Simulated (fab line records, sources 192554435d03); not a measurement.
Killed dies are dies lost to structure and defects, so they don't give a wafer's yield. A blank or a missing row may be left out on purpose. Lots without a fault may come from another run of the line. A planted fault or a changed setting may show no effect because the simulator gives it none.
fab line records | flow n5_finfet
record lots=8 wafers=24 last_day=19
route steps=1938 shown BEOL_M4@1045 PASSIVATION@1936
lots that met no fault: from a run of the same line without faults
start_h: hours from the record's first day to the start of the lot's first wafer shown | wait_h: hours since the lot's step before | " the same as in the row above | L1.1+2: a row that stands for several wafers | - no value, or no start given | * or withheld: withheld | < > ~ a bound
route shown NAME@n: a module of which the file shows steps, and the number in the route of the first | usual: mean/standard deviation of fault-free wafers | same: alike in all rows | chamber/n: place in a boat | sites: the reading at each site | _std_site: their standard deviation | _edge_site: outer sites' mean less inner sites' | radius_mm: how far each site lies from the wafer's centre | mask NAME#n: copy n | behind: the tool/chamber that last shaped the wafer | hold: why the lot was held/for how many hours/how that ended | device: the transistor (n, p or np) that didn't switch | end of line: the same wafers' tests at the end of the route | a step without rows: its recipe alone | killed: dies lost to structure and defects at the first sort, not the wafer's yield | map: a wafer's dies, x killed, . not, _ none there
set.NAME: the setting as run; set.NAME@STEP: as run at that earlier step | model.NAME: the simulator's own value behind a step, which no gauge read
steps of the route over a sample of lots; a table a step, a row a wafer
services: from which hour (start_h, from the record's first day; less than 0 if before it) a tool's chamber was out of use, for how many hours, and why
## steps
# step N5_BEOL_M4_STRIP_19
# recipe chemistry=O2 power_w=400 temp_c=40 pressure_mtorr=30 rf_frequency_hz=6e+07 bias_power_w=0 overash_fraction=0.2 o2_flow_sccm=225
# usual drypump_motor_current_A=5.8/0.45 oes_product_au=0.84/0.086 rf_vpp_V=3.6/0.47 showerhead_plenum_p_Torr=2.15/0.052 throttle_valve_pct=16.54/0.22
# columns lot.wafer tool chamber start_h wait_h drypump_motor_current_A oes_product_au rf_hours_counter_h rf_vpp_V showerhead_plenum_p_Torr throttle_valve_pct
L161.1 rie_diel-01 1 202.53 0.1 5.9 0.89 20 3.4 2.23 16.20
L161.2 " 3 " " 6.0 0.75 144 3.3 2.10 16.65
L161.3 " 2 " " 5.1 0.68 245 3.9 2.15 16.95
L163.2 rie_diel-01 0 222.84 0.6 5.5 0.94 11 3.4 2.15 16.37
L163.3 " 3 " " 6.0 0.76 152 4.3 2.10 16.67
L163.6 " 0 " " 5.5 0.95 - 3.7 2.15 16.36
L168.3 rie_diel-02 0 238.44 0.1 5.4 0.91 24 3.4 2.14 16.72
L168.5 " 0 " " 5.3 0.90 - 3.0 2.14 16.70
L168.6 " 3 " " 6.7 0.70 - 3.5 2.07 17.00
L171.1 rie_diel-02 1 243.42 0.1 6.3 0.92 15 3.9 2.05 16.41
L171.3 " 2 " " 6.2 0.83 87 2.8 2.21 16.52
L171.6 " 1 " " 6.3 0.92 - 3.5 2.05 16.40
L175.4 rie_diel-01 1 268.48 0.1 6.0 0.85 50 4.1 2.22 16.26
L175.5 " 3 " " 6.0 0.73 - 4.0 2.09 16.71
L175.6 " 2 " " 5.1 0.91 - 3.7 2.15 16.52
L177.2 rie_diel-01 0 298.12 0.1 5.5 0.86 47 3.6 2.13 16.43
L177.4 " 2 " " 5.1 0.89 29 3.6 2.14 16.53
L177.5 " 2 " " 5.1 0.88 - 2.9 2.14 16.54
L178.2 rie_diel-01 1 312.83 0.1 5.9 0.81 70 3.0 2.22 16.30
L178.4 " 3 " " 6.0 0.72 187 3.6 2.09 16.76
L178.5 " 2 " " 5.2 0.87 - 3.8 2.14 16.56
L181.3 rie_diel-01 0 332.07 0.1 5.5 0.85 59 3.0 2.13 16.46
L181.4 " 3 " " 6.0 0.72 193 4.4 2.09 16.76
L181.5 " 1 " " 5.9 0.80 - 4.2 2.21 16.31
# step N5_BEOL_M4_ETCH_69
# recipe chemistry=CF4 target=SiARC target_depth_a=156 mask_material=CAR-EUV time_s=26 ion_energy_ev=80 pressure_mtorr=40 source_w=545 bias_w=36 Ar_flow_sccm=100 cf4_flow_sccm=100 ends=cleared
# usual bias_w=35.99/0.1 drypump_motor_current_A=5.8/0.43 etch_rf_on_time_s=25.9/0.38 oes_product_au=0.73/0.068 rf_vpp_V=184.8/1 showerhead_plenum_p_Torr=2.20/0.052 throttle_valve_pct=15.46/0.19
# columns lot.wafer tool chamber start_h wait_h bias_w drypump_motor_current_A etch_rf_on_time_s oes_product_au rf_hours_counter_h rf_vpp_V showerhead_plenum_p_Torr throttle_valve_pct
L161.1 rie_diel-03 2 203.13 0.0 35.97 6.6 25.8 0.73 64 184.2 2.26 15.52
L161.2 " 3 " " 35.85 5.5 27.4 0.58 243 184.0 2.20 15.83
L161.3 " 1 " " 35.92 5.8 25.9 0.82 2 186.4 2.28 15.31
L163.2 rie_diel-03 1 224.10 0.0 36.07 5.8 25.4 0.80 8 185.6 2.27 15.32
L163.3 " 0 " " 35.95 5.6 25.9 0.77 26 184.9 2.19 15.39
L163.6 " 2 " " 36.02 6.6 25.8 0.72 - 185.4 2.26 15.54
L168.3 rie_diel-02 2 239.12 0.0 36.14 6.2 25.5 0.72 84 185.4 2.25 15.40
L168.5 " 1 " " 35.97 6.3 25.9 0.81 - 184.5 2.10 15.34
L168.6 " 0 " " 36.02 5.3 25.5 0.77 - 185.1 2.19 15.65
L171.1 rie_diel-01 0 243.98 0.0 35.88 5.4 25.5 0.79 23 185.2 2.18 15.32
L171.3 " 3 " " 35.99 6.0 26.2 0.64 163 183.2 2.14 15.64
L171.6 " 2 " " 35.93 5.1 25.5 0.81 - 184.3 2.19 15.42
L175.4 rie_diel-01 2 269.04 0.0 35.97 5.1 25.6 0.78 16 185.3 2.19 15.43
L175.5 " 3 " " 36.03 6.0 26.4 0.62 - 183.5 2.13 15.64
L175.6 " 0 " " 36.07 5.5 25.5 0.77 - 183.6 2.18 15.32
L177.2 rie_diel-02 0 298.71 0.0 35.99 5.3 25.8 0.74 47 184.1 2.18 15.68
L177.4 " 2 " " 36.11 6.3 25.5 0.69 - 186.2 2.24 15.45
L177.5 " 0 " " 36.06 5.4 25.7 0.74 - 183.8 2.18 15.69
L178.2 rie_diel-03 3 314.24 0.0 36.11 5.5 25.9 0.77 24 184.3 2.19 15.39
L178.4 " 1 " " 36.03 5.8 25.7 0.74 - 185.8 2.26 15.40
L178.5 " 0 " " 36.16 5.6 25.9 0.73 - 182.1 2.18 15.47
L181.3 rie_diel-03 0 332.64 0.0 35.76 5.6 26.5 0.72 70 183.8 2.17 15.50
L181.4 " 2 " " 35.93 6.6 26.3 0.67 108 185.1 2.25 15.60
L181.5 " 1 " " 36.02 5.8 25.8 0.73 - 187.1 2.26 15.39
# step N5_BEOL_M4_ETCH_70
# recipe chemistry=N2/H2 target=SOC target_depth_a=800 overetch_a=240 mask_material=SiARC temp_c=40 time_s=130 ion_energy_ev=200 pressure_mtorr=30 source_w=840 bias_w=150 n2_flow_sccm=200 h2_flow_sccm=200
# usual bias_w=150.0/0.48 drypump_motor_current_A=5.9/0.48 oes_product_au=0.62/0.056 rf_vpp_V=525.6/2 showerhead_plenum_p_Torr=2.60/0.066 throttle_valve_pct=17.71/0.22
# columns lot.wafer tool chamber start_h wait_h bias_w drypump_motor_current_A oes_product_au rf_hours_counter_h rf_vpp_V showerhead_plenum_p_Torr throttle_valve_pct
L161.1 rie_diel-01 0 204.05 0.0 150.7 5.4 0.71 5 525.9 2.60 17.56
L161.2 " 2 " " 150.1 5.1 0.50 246 526.7 2.61 18.14
L161.3 " 1 " " 150.7 5.9 0.66 21 527.6 2.70 17.28
L163.2 rie_diel-01 0 234.61 0.0 149.5 5.4 0.67 19 524.8 2.60 17.58
L163.3 " 1 " " 151.0 6.0 0.63 35 527.2 2.70 17.31
L163.6 " 2 " " 149.5 5.2 0.70 - 524.7 2.60 17.72
L168.3 rie_diel-01 0 250.31 0.0 137.9 5.5 0.67 25 496.7 2.59 17.60
L168.5 " 3 " " 136.9 6.0 0.54 - 494.6 2.54 17.76
L168.6 " 0 " " 136.8 5.5 0.66 - 496.6 2.59 17.59
L171.1 rie_diel-01 2 254.27 0.0 137.1 5.2 0.67 9 497.1 2.60 17.75
L171.3 " 1 " " 136.7 5.9 0.62 43 498.7 2.69 17.33
L171.6 " 0 " " 137.4 5.5 0.66 - 496.7 2.59 17.60
L175.4 rie_diel-02 2 275.36 0.0 150.5 6.2 0.60 - 528.7 2.67 17.65
L175.5 " 0 " " 150.2 5.3 0.64 - 525.1 2.58 17.84
L175.6 " 3 " " 149.3 6.7 0.52 - 522.0 2.50 18.25
L177.2 rie_diel-02 1 305.12 0.0 148.9 6.3 0.67 27 523.4 2.49 17.55
L177.4 " 0 " " 149.3 5.3 0.63 - 526.8 2.58 17.85
L177.5 " 1 " " 149.1 6.3 0.66 - 522.8 2.49 17.56
L178.2 rie_diel-03 3 322.62 0.0 150.6 5.5 0.65 29 527.2 2.60 17.64
L178.4 " 0 " " 150.4 5.6 0.64 - 525.5 2.58 17.72
L178.5 " 3 " " 150.3 5.5 0.65 - 526.1 2.60 17.64
L181.3 rie_diel-03 2 334.89 0.0 149.9 6.7 0.59 109 526.3 2.67 17.74
L181.4 " 3 " " 149.2 5.5 0.65 34 526.2 2.59 17.66
L181.5 " 3 " " 150.1 5.5 0.66 - 526.4 2.59 17.65
# step N5_BEOL_M4_STRIP_36
# recipe chemistry=N2/H2 power_w=450 temp_c=40 pressure_mtorr=20 rf_frequency_hz=6e+07 overash_fraction=0.3 bias_power_w=7 h2_frac=0.5 n2_flow_sccm=200 h2_flow_sccm=200
# usual drypump_motor_current_A=5.9/0.47 oes_product_au=0.85/0.08 power_w=449.9/1.3 rf_vpp_V=59.4/1.3 showerhead_plenum_p_Torr=2.60/0.066 throttle_valve_pct=23.57/0.27
# columns lot.wafer tool chamber start_h wait_h drypump_motor_current_A oes_product_au power_w rf_hours_counter_h rf_vpp_V showerhead_plenum_p_Torr throttle_valve_pct
L161.1 rie_diel-01 0 204.21 0.0 5.5 0.96 448.0 5 60.0 2.60 23.51
L161.2 " 2 " " 5.2 0.68 449.8 246 59.8 2.60 24.06
L161.3 " 1 " " 5.9 0.89 450.7 21 60.7 2.70 23.05
L163.2 rie_diel-01 0 234.78 0.0 5.5 0.92 450.4 19 61.2 2.59 23.53
L163.3 " 1 " " 5.9 0.85 451.8 35 59.6 2.69 23.04
L163.6 " 2 " " 5.2 0.96 450.4 - 61.7 2.60 23.75
L168.3 rie_diel-01 0 250.47 0.0 5.5 0.90 448.0 25 58.1 2.59 23.52
L168.5 " 3 " " 6.0 0.73 449.2 - 58.4 2.54 23.45
L168.6 " 0 " " 5.5 0.91 448.4 - 59.4 2.59 23.55
L171.1 rie_diel-01 2 254.44 0.0 5.2 0.93 452.8 9 61.2 2.60 23.73
L171.3 " 1 " " 5.9 0.86 449.3 43 60.4 2.69 23.09
L171.6 " 0 " " 5.5 0.91 450.0 - 59.0 2.59 23.53
L175.4 rie_diel-02 2 275.50 0.0 6.3 0.82 448.0 - 58.1 2.66 23.48
L175.5 " 0 " " 5.3 0.88 450.3 - 60.2 2.58 23.68
L175.6 " 3 " " 6.7 0.68 452.5 - 56.8 2.49 24.24
L177.2 rie_diel-02 1 305.37 0.0 6.2 0.90 448.4 27 58.5 2.49 23.31
L177.4 " 0 " " 5.3 0.88 449.6 - 61.6 2.58 23.72
L177.5 " 1 " " 6.3 0.91 448.9 - 59.2 2.49 23.31
L178.2 rie_diel-03 3 322.79 0.0 5.5 0.90 448.9 29 58.0 2.59 23.56
L178.4 " 0 " " 5.6 0.86 448.7 - 60.3 2.57 23.68
L178.5 " 3 " " 5.5 0.89 449.8 - 59.6 2.59 23.58
L181.3 rie_diel-03 2 335.05 0.0 6.7 0.81 449.3 109 58.7 2.67 23.48
L181.4 " 3 " " 5.5 0.89 449.5 34 58.2 2.59 23.57
L181.5 " 3 " " 5.5 0.89 447.9 - 60.6 2.59 23.56
# step N5_BEOL_M4_RC_MEAS_101
# usual DIBL_N=36.1/1.4 DIBL_P=36.3/1.4 IOFF_N=0.154/0.021 IOFF_P=0.21/0.032 ION_N=670/8.1 ION_P=461/7 SS_N=71.4/0.49 SS_P=73.3/0.5 VT_N=250.4/2.6 VT_P=-250/3.7
# columns lot.wafer tool chamber start_h wait_h DIBL_N[mV/V] DIBL_P[mV/V] IOFF_N[nA/um] IOFF_P[nA/um] ION_N[uA/um] ION_P[uA/um] SS_N[mV/dec] SS_P[mV/dec] VT_N[mV] VT_P[mV]
L161.1 prober-01 0 208.65 0.0 35.9 35.7 0.133 0.21 672 469 70.8 72.8 254.0 -249
L161.2 " 0 " " 34.8 33.5 0.114 0.18 657 464 70.9 72.1 257.3 -254
L161.3 " 0 " " 37.2 36.3 0.153 0.22 672 464 70.8 73.4 250.8 -248
L163.2 prober-02 0 239.01 0.2 35.3 36.6 0.152 0.21 668 458 71.9 73.1 249.3 -251
L163.3 " 0 " " 34.5 35.5 0.133 0.19 664 456 71.6 72.4 250.4 -252
L163.6 " 0 " " 35.5 35.6 0.142 0.20 662 455 71.7 72.9 252.5 -251
L168.3 prober-01 0 255.33 0.3 37.1 35.0 0.145 0.19 661 449 70.9 72.9 252.3 -252
L168.5 " 0 " " 38.1 36.5 0.171 0.22 664 459 71.4 73.3 250.1 -250
L168.6 " 0 " " 36.8 35.5 0.142 0.19 663 458 71.2 72.8 250.8 -254
L171.1 prober-01 0 260.26 0.0 34.6 35.6 0.141 0.17 676 457 71.6 73.4 252.6 -256
L171.3 " 0 " " 35.1 35.7 0.139 0.16 673 448 71.4 73.7 254.0 -257
L171.6 " 0 " " 32.7 31.8 0.103 0.12 649 439 70.6 72.3 258.4 -259
L175.4 prober-01 0 281.82 0.5 34.4 34.7 0.139 0.18 681 467 71.0 72.9 249.3 -251
L175.5 " 0 " " 34.2 34.4 0.137 0.19 682 461 70.4 73.2 250.0 -250
L175.6 " 0 " " 36.5 35.7 0.171 0.20 669 459 70.6 73.6 246.5 -249
L177.2 prober-01 0 311.47 0.2 35.0 36.6 0.127 0.17 657 458 71.6 72.9 255.0 -255
L177.4 " 0 " " 32.7 34.0 0.110 0.14 659 455 70.4 72.7 254.8 -254
L177.5 " 0 " " 33.5 34.5 0.115 0.15 650 451 71.0 72.9 254.3 -259
L178.2 prober-02 0 328.64 0.2 37.8 38.2 0.167 0.22 665 453 71.4 73.6 249.4 -250
L178.4 " 0 " " 37.4 37.7 0.154 0.21 661 459 71.3 73.1 250.7 -251
L178.5 " 0 " " 38.6 39.7 0.186 0.24 679 463 71.7 73.4 250.4 -251
L181.3 prober-02 0 340.95 0.3 35.5 36.3 0.127 0.17 664 461 71.0 72.8 254.9 -257
L181.4 " 0 " " 36.7 37.0 0.152 0.19 668 453 71.5 72.7 252.0 -251
L181.5 " 0 " " 36.2 36.6 0.140 0.18 669 455 71.4 73.2 257.7 -257
# step N5_PASSIVATION_PROBE_49
# usual defect_limited_yield=91.0/1.6 killed_at_M0_to_M3=35/11 killed_at_M4_up=14/5.1 killed_at_contacts=12/6.6 killed_at_front_end=41/12 killed_at_other=4/3 killed_dies=107/19 killed_open=70/15 killed_short=35/8.5 sort_bin_5_function=5.3/1 sort_bin_6_memory=3.4/0.73 sort_bin_8_speed=0.00/0.007 sort_n_pass=1073/19 sort_yield_pct=91.0/1.6
# same gross_dies=1180 killed_at_back_side=0 sort_bin_4_leakage[%]=0
# columns lot.wafer tool chamber start_h wait_h defect_limited_yield[%] killed_at_M0_to_M3 killed_at_M4_up killed_at_contacts killed_at_front_end killed_at_other killed_dies killed_open killed_short sort_bin_5_function[%] sort_bin_6_memory[%] sort_bin_8_speed[%] sort_n_pass sort_yield_pct[%]
L161.1 prober-01 - 318.43 0.0 91.6 31 7 8 50 3 99 59 36 4.2 3.8 0 1081 91.6
L161.2 prober-01 - 318.48 0.1 90.8 27 11 12 53 6 109 59 50 5.8 3.1 0 1071 90.8
L161.3 prober-01 - 318.53 0.1 91.2 29 5 7 51 12 104 52 52 5.4 2.6 0 1076 91.2
L163.2 prober-02 - 347.73 0.1 93.7 22 11 6 26 9 74 43 28 4.3 1.9 0 1106 93.7
L163.3 prober-02 - 347.78 0.1 90.5 30 27 13 36 6 112 74 33 5.6 3.6 0 1068 90.5
L163.6 prober-02 - 347.93 0.3 92.1 27 18 9 37 2 93 58 26 5.2 2.5 0 1087 92.1
L171.1 prober-02 - 355.55 0.0 91.7 32 19 10 36 1 98 60 37 4.7 3.1 0 1082 91.7
L171.3 prober-02 - 355.65 0.1 91.2 34 14 12 43 1 104 67 37 5.1 3.5 0 1076 91.2
L171.6 prober-02 - 355.80 0.3 92.6 31 15 12 27 2 87 56 31 4.1 3.2 0.08 1092 92.5
L168.3 prober-01 - 361.43 0.1 91.0 26 22 5 48 5 106 73 32 5.3 3.5 0 1074 91.0
L168.5 prober-01 - 361.53 0.2 89.9 31 14 24 44 6 119 92 26 5.8 4.1 0 1061 89.9
L168.6 prober-01 - 361.58 0.3 88.7 32 14 4 75 8 133 98 35 7.9 3.2 0 1047 88.7
L175.4 prober-02 - 389.06 0.2 90.3 38 8 6 50 13 115 60 54 6.4 2.9 0 1065 90.3
L175.5 prober-02 - 389.11 0.2 91.5 38 6 8 42 6 100 60 40 4.3 3.7 0 1080 91.5
L175.6 prober-02 - 389.16 0.3 91.7 43 8 12 33 2 98 65 32 4.7 3.1 0 1082 91.7
L177.2 prober-02 - 415.84 0.1 93.4 34 8 13 18 5 78 48 29 3.8 2.5 0 1102 93.4
L177.4 prober-02 - 415.94 0.2 92.3 38 10 7 34 2 91 58 31 4.1 3.2 0 1089 92.3
L177.5 prober-02 - 415.99 0.2 91.4 23 17 14 42 5 101 47 53 4.8 3.1 0 1079 91.4
L178.2 prober-01 - 440.45 0.1 88.6 41 12 36 44 1 134 82 50 6.6 4.3 0 1046 88.6
L178.4 prober-01 - 440.55 0.2 88.3 70 11 11 42 4 138 87 50 6.1 5.3 0 1042 88.3
L178.5 prober-01 - 440.60 0.2 87.5 42 11 17 70 7 147 90 54 6.8 4.9 0 1033 87.5
L181.3 prober-01 - 463.52 0.1 92.0 30 14 14 32 4 94 63 29 4.6 3.0 0 1086 92.0
L181.4 prober-01 - 463.57 0.2 93.1 32 13 12 20 4 81 59 21 3.9 3.0 0 1099 93.1
L181.5 prober-01 - 463.62 0.2 93.1 19 7 26 17 13 82 54 28 4.7 2.0 0 1098 93.1
# killed by level:class
L161.1 FIN_SAQP:geometric_particle:open=11 DUMMY_GATE:geometric_particle:open=11 GATE_CUT:geometric_particle:short=8 FIN_SAQP:geometric_particle:short=7 MOL_CONTACT_COAG:geometric_particle:open=7 BEOL_M1:geometric_particle:open=7 BEOL_M2:geometric_particle:open=6 BEOL_M0_SAQP:geometric_particle:open=4
L161.2 FIN_SAQP:geometric_particle:short=13 MOL_CONTACT_COAG:geometric_particle:open=9 DUMMY_GATE:geometric_particle:open=8 GATE_CUT:geometric_particle:short=8 BEOL_M0_SAQP:geometric_particle:short=8 FIN_SAQP:geometric_particle:open=7 BEOL_M0_SAQP:geometric_particle:open=6 BEOL_M3:geometric_particle:open=5
L161.3 FIN_SAQP:geometric_particle:short=11 STI_FIN_REVEAL:geometric_particle:open=11 GATE_CUT:geometric_particle:short=11 BEOL_M1:geometric_particle:open=9 MIM_TOP_ETCH:geometric_particle:open=5 FIN_SAQP:geometric_particle:open=5 MOL_CONTACT_COAG:geometric_particle:open=5 MIM_TOP_ETCH:geometric_particle:short=5
L163.2 STI_FIN_REVEAL:geometric_particle:open=10 BEOL_M2:geometric_particle:open=7 BEOL_M3:geometric_particle:open=5 FIN_SAQP:geometric_particle:open=4 BEOL_M0:geometric_particle:short=4 PAD_METAL:geometric_particle:open=4 PAD_METAL:geometric_particle:short=4 FIN_SAQP:geometric_particle:short=3
L163.3 STI_FIN_REVEAL:geometric_particle:open=19 MOL_CONTACT_COAG:geometric_particle:open=9 BEOL_M2:geometric_particle:open=7 BEOL_M1:geometric_particle:open=6 BEOL_M5:geometric_particle:open=6 FIN_SAQP:geometric_particle:short=4 BEOL_M0_SAQP:geometric_particle:open=4 BEOL_M0_SAQP:geometric_particle:short=4
L163.6 STI_FIN_REVEAL:geometric_particle:open=12 MOL_CONTACT_COAG:geometric_particle:open=7 BEOL_M0_SAQP:geometric_particle:open=6 BEOL_M2:geometric_particle:open=6 BEOL_M6:geometric_particle:open=5 BEOL_M1:geometric_particle:open=4 BEOL_M3:geometric_particle:open=4 BEOL_M4:geometric_particle:open=4
L171.1 BEOL_M0_SAQP:geometric_particle:short=14 MOL_CONTACT_COAG:geometric_particle:open=9 FIN_SAQP:geometric_particle:open=8 BEOL_M0_SAQP:geometric_particle:open=8 FIN_SAQP:geometric_particle:short=7 BEOL_M5:geometric_particle:open=6 BEOL_M1:geometric_particle:open=5 STI_FIN_REVEAL:geometric_particle:open=4
L171.3 BEOL_M0_SAQP:geometric_particle:open=11 STI_FIN_REVEAL:geometric_particle:open=10 MOL_CONTACT_COAG:geometric_particle:open=10 FIN_SAQP:geometric_particle:open=7 BEOL_M0_SAQP:geometric_particle:short=7 FIN_SAQP:geometric_particle:short=4 STI_FIN_REVEAL:geometric_particle:short=4 DUMMY_GATE:geometric_particle:open=4
L171.6 MOL_CONTACT_COAG:geometric_particle:open=10 BEOL_M0_SAQP:geometric_particle:short=8 BEOL_M0_SAQP:geometric_particle:open=6 BEOL_M3:geometric_particle:open=6 STI_FIN_REVEAL:geometric_particle:open=5 BEOL_M1:geometric_particle:open=5 BEOL_M4:geometric_particle:open=5 BEOL_M5:geometric_particle:open=5
L168.3 FIN_SAQP:geometric_particle:open=15 STI_FIN_REVEAL:geometric_particle:open=12 BEOL_M2:geometric_particle:open=7 BEOL_M0_SAQP:geometric_particle:short=6 BEOL_M4:geometric_particle:open=6 BEOL_M3:geometric_particle:open=6 FIN_SAQP:geometric_particle:short=5 MOL_CONTACT_COAG:geometric_particle:short=4
L168.5 MOL_CONTACT_COAG:geometric_particle:open=22 STI_FIN_REVEAL:geometric_particle:open=14 FIN_SAQP:geometric_particle:open=9 FIN_SAQP:geometric_particle:short=8 BEOL_M3:geometric_particle:open=7 BEOL_M2:geometric_particle:open=6 DUMMY_GATE:geometric_particle:open=5 BEOL_M1:geometric_particle:open=5
L168.6 STI_FIN_REVEAL:geometric_particle:open=36 DUMMY_GATE:geometric_particle:open=11 FIN_SAQP:geometric_particle:open=8 BEOL_M2:geometric_particle:open=7 FIN_SAQP:geometric_particle:short=5 BEOL_M0_SAQP:geometric_particle:short=5 BEOL_M1:geometric_particle:open=5 STI_FIN_REVEAL:geometric_particle:short=4
L175.4 BEOL_M0_SAQP:geometric_particle:short=17 FIN_SAQP:geometric_particle:short=16 STI_FIN_REVEAL:geometric_particle:open=8 BEOL_M0_SAQP:geometric_particle:open=8 FIN_SAQP:geometric_particle:open=6 MOL_CONTACT_COAG:geometric_particle:open=5 BEOL_M1:geometric_particle:open=5 MIM_TOP:geometric_particle:open=5
L175.5 BEOL_M0_SAQP:geometric_particle:short=13 FIN_SAQP:geometric_particle:short=11 BEOL_M0_SAQP:geometric_particle:open=11 FIN_SAQP:geometric_particle:open=8 MOL_CONTACT_COAG:geometric_particle:open=7 ILD0:geometric_particle:open=6 BEOL_M1:geometric_particle:open=6 BEOL_M3:geometric_particle:open=6
L175.6 BEOL_M0_SAQP:geometric_particle:short=13 MOL_CONTACT_COAG:geometric_particle:open=11 BEOL_M0_SAQP:geometric_particle:open=9 BEOL_M2:geometric_particle:open=8 BEOL_M3:geometric_particle:open=7 FIN_SAQP:geometric_particle:short=5 STI_FIN_REVEAL:geometric_particle:open=5 BEOL_M1:geometric_particle:open=4
L177.2 BEOL_M3:geometric_particle:open=12 MOL_CONTACT_COAG:geometric_particle:open=11 BEOL_M0_SAQP:geometric_particle:short=7 BEOL_M0_SAQP:geometric_particle:open=4 BEOL_M2:geometric_particle:open=4 BEOL_M4:geometric_particle:short=4 PASS1_CAP:geometric_particle:open=4 BEOL_M2:geometric_particle:short=3
L177.4 BEOL_M0_SAQP:geometric_particle:open=9 BEOL_M3:geometric_particle:open=9 FIN_SAQP:geometric_particle:short=8 BEOL_M0_SAQP:geometric_particle:short=8 MOL_CONTACT_COAG:geometric_particle:open=7 FIN_SAQP:geometric_particle:open=6 BEOL_M2:geometric_particle:open=5 BEOL_M4:geometric_particle:open=4
L177.5 BEOL_M0_SAQP:geometric_particle:short=12 MOL_CONTACT_COAG:geometric_particle:open=9 FIN_SAQP:geometric_particle:short=8 GATE_CUT:geometric_particle:short=7 BEOL_M0_SAQP:geometric_particle:open=6 MOL_CONTACT_COAG:geometric_particle:short=5 BEOL_M4:geometric_particle:short=5 GATE_CUT:geometric_particle:open=4
L178.2 MOL_CONTACT_COAG:geometric_particle:open=27 FIN_SAQP:geometric_particle:short=16 FIN_SAQP:geometric_particle:open=12 BEOL_M0_SAQP:geometric_particle:short=11 BEOL_M0_SAQP:geometric_particle:open=10 MOL_CONTACT_COAG:geometric_particle:short=9 BEOL_M2:geometric_particle:open=6 BEOL_M3:geometric_particle:open=6
L178.4 FIN_SAQP:geometric_particle:open=20 BEOL_M0_SAQP:geometric_particle:short=17 BEOL_M3:geometric_particle:open=13 BEOL_M0_SAQP:geometric_particle:open=12 BEOL_M2:geometric_particle:open=12 FIN_SAQP:geometric_particle:short=11 MOL_CONTACT_COAG:geometric_particle:open=9 BEOL_M4:geometric_particle:open=9
L178.5 FIN_SAQP:geometric_particle:short=20 FIN_SAQP:geometric_particle:open=17 BEOL_M2:geometric_particle:open=15 MOL_CONTACT_COAG:geometric_particle:open=15 BEOL_M0_SAQP:geometric_particle:open=9 DUMMY_GATE:geometric_particle:open=6 GATE_CUT:geometric_particle:short=6 BEOL_M0_SAQP:geometric_particle:short=6
L181.3 DUMMY_GATE:geometric_particle:open=12 MOL_CONTACT_COAG:geometric_particle:open=10 BEOL_M0_SAQP:geometric_particle:open=7 BEOL_M0_SAQP:geometric_particle:short=6 BEOL_M3:geometric_particle:open=6 STARTING-WAFER:geometric_particle:open=5 BEOL_M4:geometric_particle:open=5 MOL_CONTACT_COAG:geometric_particle:short=4
L181.4 BEOL_M0_SAQP:geometric_particle:open=17 MOL_CONTACT_COAG:geometric_particle:open=12 BEOL_M4:geometric_particle:open=9 BEOL_M0_SAQP:geometric_particle:short=7 FIN_SAQP:geometric_particle:short=5 STARTING-WAFER:geometric_particle:open=4 FIN_SAQP:geometric_particle:open=3 BEOL_M5:geometric_particle:open=3
L181.5 MOL_CONTACT_COAG:geometric_particle:open=21 BEOL_M0_SAQP:geometric_particle:short=7 MOL_CONTACT_COAG:geometric_particle:short=5 BEOL_M4:geometric_particle:open=5 DUMMY_GATE:geometric_particle:open=4 BEOL_M0_SAQP:geometric_particle:open=4 GATE_CUT:geometric_particle:short=3 BEOL_M2:geometric_particle:open=3
## services
# columns tool chamber start_h hours kind
rie_diel-03 1 178.57 - clean
rie_diel-03 1 178.57 - consumable_replace:focus_ring
rie_diel-03 1 178.57 - consumable_replace:showerhead
rie_diel-01 - 179.51 2.4 repair
rie_diel-01 2 218.48 - clean
rie_diel-01 2 218.48 - consumable_replace:focus_ring
rie_diel-01 2 218.48 13.2 scheduled_down
rie_diel-01 2 218.48 13.2 vent_cycle
rie_diel-02 - 218.99 14.6 pm
rie_diel-03 3 223.79 - clean
rie_diel-03 3 223.79 - consumable_replace:focus_ring
rie_diel-03 3 223.79 23.1 scheduled_down
rie_diel-03 3 223.79 23.1 vent_cycle
rie_diel-02 - 234.48 0.7 repair
rie_diel-02 0 239.33 8.8 repair
rie_diel-02 1 249.04 33.4 repair
rie_diel-01 3 272.40 9.7 repair
rie_diel-02 - 277.48 10.0 pm
rie_diel-02 3 287.48 - clean
rie_diel-02 3 287.48 - consumable_replace:focus_ring
rie_diel-02 3 287.48 26.6 scheduled_down
rie_diel-02 3 287.48 26.6 vent_cycle
rie_diel-02 2 303.68 2.6 repair
rie_diel-03 2 311.50 17.1 repair
## key
first_sign step=N5_BEOL_M4_ETCH_70 reading=bias_w direction=down sigmas=27 usual=* struck=*
effect step=N5_BEOL_M4_ETCH_70 reading=rf_vpp_V direction=down sigmas=15 usual=525.6 struck=496.7
met_at N5_BEOL_M4_ETCH_70
struck_lots L168,L171
not_acting_at N5_BEOL_M4_STRIP_19,N5_BEOL_M4_ETCH_69,N5_BEOL_M4_STRIP_36
onset_between 234.61 250.31
fault kind=process_parameter_drift tool=rie_diel-01 chamber=- onset_h=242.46 steps=N5_BEOL_M4_ETCH_70 channel=bias_w offset=* shape=step end_h=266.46 acts_in=* stated=*
